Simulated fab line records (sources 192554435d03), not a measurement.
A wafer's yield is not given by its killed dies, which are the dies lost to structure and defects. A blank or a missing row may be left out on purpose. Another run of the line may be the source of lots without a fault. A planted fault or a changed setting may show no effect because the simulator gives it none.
Comparing a struck lot with a sound one || flow n5-finfet || 16 steps out of a route of 1938
Sound: wafers L427.1, L427.2, L427.3. Struck: wafers L443.2, L443.4 (left out: L443.5, a lot-mate that was not struck); the cause follows at the end.
Per side, at each step with rows, come the tool, then ch with its chambers, and then its first start. Under that, the readings that differ: sound wafers || struck wafers || difference of the means || sigmas: that difference in standard deviations of wafers without a fault.
alike: a reading whose means differ by less than 2 such deviations, as well as words and numbers matching on both sides. not compared: withheld readings; readings where some wafer has no value; bounds like >300 that might hide an equal value; numbers whose values overlap and for which the record gives no deviation.
A row with sigmas, a row that says differs or no value, or rows on one side alone: a step with any of these is where the two part. Numbers that have no deviation but don't overlap get no sigmas and don't part them. A reading that every wafer of one side lacks parts them only if that side has two wafers or more.

N5_MIM_BOT_ETCH_STRIP_01: strips in O2.
  sound on rie-diel-01 ch 0,1,3, day 14 21:46; struck on rie-diel-04 ch 1,3, day 19 00:49
  alike: drypump-motor-current-A, oes-product-au, rf-vpp-V, showerhead-plenum-p-Torr, throttle-valve-pct
  not compared: rf-hours-counter-h
then, 3 steps without rows for these wafers: N5_MIM_BOT_ETCH_STRIP_02 (strips in post etch residue remover, time 1200 s); N5_MIM_BOT_ETCH_CLEAN_05 (cleans in IPA, time 180 s); N5_MIM_BOT_ETCH_SRD_06 (time 30 s).
N5_PASSIVATION_PECVD_55: deposits SiO2 from SiH4/N2O, target thk 400 nm, time 22.5 s.
  sound on pecvd-03 ch 0,1,2, day 14 22:16; struck on pecvd-03 ch 0, day 19 01:19
  alike: heater-power-w, showerhead-plenum-p-Torr, throttle-valve-pct
N5_PASSIVATION_PECVD_01: deposits SiNx from SiH4/NH3/N2, target thk 200 nm, time 43.2 s.
  sound on pecvd-03 ch 0,1,2, day 14 22:19; struck on pecvd-03 ch 0, day 19 01:22
  alike: heater-power-w, showerhead-plenum-p-Torr, throttle-valve-pct
then, 6 steps without rows for these wafers: N5_PASSIVATION_HMDS_03 (time 60 s); N5_PASSIVATION_COAT_04; N5_PASSIVATION_EBR_06; N5_PASSIVATION_SOFTBAKE_05 (time 90 s); N5_PASSIVATION_EXPOSE_07 (exposes mask TV, defocus 0 nm, target cd 3000 nm); N5_PASSIVATION_PEB_08.
N5_PASSIVATION_DEVELOP_09: develop time 60 s.
  sound on litho-track-01 ch 0, day 14 23:56; struck on litho-track-01 ch 0, day 19 02:59
  alike: chill-plate-temp-C
then, 1 step without rows for these wafers: N5_PASSIVATION_HARDBAKE_11 (time 120 s).
N5_PASSIVATION_CD_MEAS_10: the cd target is 3000 nm.
  sound on cd-sem-02 ch 0, day 15 00:04; struck on cd-sem-01 ch 0, day 19 03:07
{"reading": "cd-nm (nm)", "sound": "2999.4 3000.5 3000.6", "struck": "2994.9 2993.7", "difference": -5.9, "sigmas": -4}
N5_PASSIVATION_OVL_MEAS_60:
  sound on overlay-02 ch 0, day 15 00:05; struck on overlay-02 ch 0, day 19 03:08
  alike: TV_OVL

== WHERE THEY PART ==
Within this record, at N5_PASSIVATION_CD_MEAS_10 only. Later steps at which nothing parts them and some readings are alike: N5_PASSIVATION_OVL_MEAS_60.

WHY: what had been put in by the simulator
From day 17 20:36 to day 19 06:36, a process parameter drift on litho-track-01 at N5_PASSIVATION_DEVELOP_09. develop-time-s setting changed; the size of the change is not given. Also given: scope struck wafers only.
